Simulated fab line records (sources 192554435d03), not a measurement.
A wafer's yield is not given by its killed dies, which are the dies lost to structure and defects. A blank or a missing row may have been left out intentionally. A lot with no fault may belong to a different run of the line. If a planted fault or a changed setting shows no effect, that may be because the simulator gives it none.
Matching of chambers    flow n5Finfet    4 sister chambers for N5_BEOL_M0_SAQP_ETCH_84 on rieDiel-02
The step etches SOC in N2/H2, target depth 100 nm, overetch 20 nm, time 150 s. 4 wafers are shown with their chamber, then 7 later ones without.

== WAFERS, EACH WITH ITS CHAMBER ==
wafer   chamber  drypumpMotorCurrentA (A)
L088.1  0        5.0
L088.6  3        6.0
L090.4  2        5.5
L090.5  1        6.4

== WAFERS MISSING THEIR CHAMBER ==
wafer   drypumpMotorCurrentA (A)
L090.6  5.0
L091.2  5.0
L091.4  5.6
L091.6  6.0
L096.1  6.0
L096.2  5.6
L096.4  6.0

== WHICH CHAMBER EACH ONE RAN IN ==
wafer   from the rows above  in truth
L090.6  0                    0
L091.2  0                    0
L091.4  2                    2
L091.6  3                    3
L096.1  3                    3
L096.2  2                    2
L096.4  3                    3
7 of 7 placed correctly. Left unplaced by these rows: 0. 0 placed wrongly.
How it was worked out, from the rows above alone: a wafer's distance from a chamber is the root of the sum, over the readings, of the square of ((its reading less the chamber's mean) divided by the reading's scatter). If the next closest chamber is less than 2 further off than the closest, the wafer can't be placed; otherwise it belongs to the closest. The mean given for a chamber averages the wafers shown for that chamber. The scatter (one wafer shown for each chamber): square how far every hidden wafer sits from the nearest shown wafer, average those squares and take the square root.
